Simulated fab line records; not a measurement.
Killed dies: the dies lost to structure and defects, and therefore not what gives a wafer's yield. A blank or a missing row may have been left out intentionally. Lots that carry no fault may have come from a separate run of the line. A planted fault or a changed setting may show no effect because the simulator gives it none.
2 desks, one fault    flow nand harc    each desk has only its own numbers; what lay behind them comes last

== AT THE TOOL OWNER'S DESK: arfi scanner-01 ==
The tool's own readings at NHARC_A_CONTACT_EXPOSE_66 (exposes mask A CC 2): means of the sampled wafers that have a number, for each lot that ran on this tool. If a lot's mean is further than 4 standard deviations from the usual mean, the lot is out of limits and carries the mark OUT (the distance appears in the brackets).
Columns: A = exposure dose mJ cm2 at NHARC_A_CONTACT_EXPOSE_66, usual 59.04; B = reticle temp C at NHARC_A_CONTACT_EXPOSE_66, usual 22.99 C
lot   first seen here  A                        B
L220  day 23 15:53     59.04                    22.90
L224  day 25 19:02     59.01                    22.96
L229  day 27 16:58     76.88 (+99 or more) OUT  23.04
L232  day 28 19:04     73.25 (+99 or more) OUT  22.97
L235  day 29 11:54     71.02 (+99 or more) OUT  22.87
Finding of this desk: L229, L232, L235 out of limits; the first was L229 at day 27 16:58, on exposure dose mJ cm2 at NHARC_A_CONTACT_EXPOSE_66. Within limits: L220, L224.

== AT THE METROLOGY DESK ==
What the gauges read, lot by lot, whatever tool the lot ran on: means of the sampled wafers that have a number. If a lot's mean is further than 4 standard deviations from the usual mean, the lot is out of limits and carries the mark OUT (the distance appears in the brackets).
Columns: A = cd nm at NHARC_A_CONTACT_CD_MEAS_69, usual 300.1 nm
lot   first seen here  A
L219  day 23 05:20     299.4
L218  day 23 05:29     300.4
L220  day 23 16:02     300.5
L221  day 25 00:35     301.0
L223  day 25 18:45     300.3
L224  day 25 19:10     300.3
L229  day 27 17:06     314.2 (+27) OUT
L232  day 28 19:11     311.8 (+22) OUT
L235  day 29 12:02     309.2 (+17) OUT
L237  day 31 09:46     299.9
L239  day 31 22:10     300.3
Finding of this desk: L229, L232, L235 out of limits; the first was L229 at day 27 17:06, on cd nm at NHARC_A_CONTACT_CD_MEAS_69. Within limits: L219, L218, L220, L221, L223, L224, L237, L239.

== ALL TOGETHER ==
The tool owner's desk could have raised an alarm at day 27 16:58, on L229, L232, L235.
The metrology desk could have raised an alarm at day 27 17:06, on L229, L232, L235.
Every lot named ran NHARC_A_CONTACT_EXPOSE_66 on arfi scanner-01.

== WHAT HAD BEEN PUT IN BY THE SIMULATOR ==
Drift in process parameters on arfi scanner-01 at NHARC_A_CONTACT_EXPOSE_66, starting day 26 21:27. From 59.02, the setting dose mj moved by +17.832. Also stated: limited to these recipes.
Shown lots that were struck: L229, L232, L235.
Hours from the fault's start to each desk's first reading out of limits: the tool owner's desk, 20; the metrology desk, 20.
